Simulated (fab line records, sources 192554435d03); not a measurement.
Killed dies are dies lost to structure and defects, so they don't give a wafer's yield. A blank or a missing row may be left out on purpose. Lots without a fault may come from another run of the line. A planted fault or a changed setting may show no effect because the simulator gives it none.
Chamber matching | flow n5_finfet | N5_BEOL_M2_ETCH_77 on rie_diel-05: 4 sister chambers
The step etches underlayer in N2/H2, target depth 6.5 nm, time 5.2 s. 16 wafers are shown with their chamber, then 8 later ones without.

WAFERS WITH THEIR CHAMBER
wafer  | chamber | drypump_motor_current_A (A) | etch_rf_on_time_s (s) | throttle_valve_pct (%)
L075.1 | 0       | 5.2                         | 5.38                  | 17.61
L075.3 | 2       | 5.4                         | 5.13                  | 17.41
L075.6 | 2       | 5.4                         | 5.10                  | 17.46
L076.1 | 2       | 5.3                         | 5.10                  | 17.43
L076.4 | 0       | 5.3                         | 5.39                  | 17.58
L076.6 | 2       | 5.4                         | 5.10                  | 17.43
L077.3 | 3       | 5.3                         | 5.33                  | 17.60
L077.5 | 0       | 5.3                         | 5.34                  | 17.60
L077.6 | 1       | 6.4                         | 5.44                  | 17.45
L079.2 | 3       | 5.3                         | 5.38                  | 17.60
L079.3 | 0       | 5.2                         | 5.34                  | 17.59
L079.4 | 2       | 5.4                         | 5.13                  | 17.45
L083.2 | 2       | 5.4                         | 5.10                  | 17.44
L083.3 | 1       | 6.4                         | 5.48                  | 17.44
L083.4 | 3       | 5.3                         | 5.34                  | 17.59
L088.3 | 1       | 6.4                         | 5.47                  | 17.48

SIGNATURES (means of the wafers above)
reading                 | chamber 0 | chamber 1 | chamber 2 | chamber 3 | scatter within a chamber
drypump_motor_current_A | 5.250     | 6.400     | 5.383     | 5.300     | 0.0391
etch_rf_on_time_s       | 5.3625    | 5.4633    | 5.1100    | 5.3500    | 0.0215
throttle_valve_pct      | 17.5950   | 17.4567   | 17.4367   | 17.5967   | 0.0157
Rule: a wafer's distance from a chamber is the root of the sum, over the readings, of the square of ((its reading less the chamber's mean) divided by the reading's scatter). The wafer belongs to the nearest chamber; if the next one is less than 2 further off, it can't be placed. The scatter: the root of (the sum of the squares of (reading less its chamber's mean) over the shown wafers, divided by (wafers less chambers)).

WAFERS WITHOUT THEIR CHAMBER
wafer  | drypump_motor_current_A (A) | etch_rf_on_time_s (s) | throttle_valve_pct (%)
L088.5 | 5.3                         | 5.30                  | 17.62
L088.6 | 5.4                         | 5.08                  | 17.45
L091.1 | 6.4                         | 5.53                  | 17.46
L091.2 | 5.3                         | 5.27                  | 17.63
L091.4 | 5.3                         | 5.04                  | 17.49
L095.2 | 5.4                         | 5.04                  | 17.49
L095.3 | 5.3                         | 5.36                  | 17.64
L095.5 | 6.4                         | 5.55                  | 17.49

WHICH CHAMBER EACH WENT THROUGH
wafer  | from the rows above     | in truth
L088.5 | can't be placed: 3 or 0 | 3
L088.6 | 2                       | 2
L091.1 | 1                       | 1
L091.2 | can't be placed: 3 or 0 | 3
L091.4 | 2                       | 2
L095.2 | 2                       | 2
L095.3 | can't be placed: 3 or 0 | 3
L095.5 | 1                       | 1
Placed correctly: 5 of 8. Can't be placed from these rows: 3 (the true chamber is among the candidates in 3). Placed wrongly: 0.
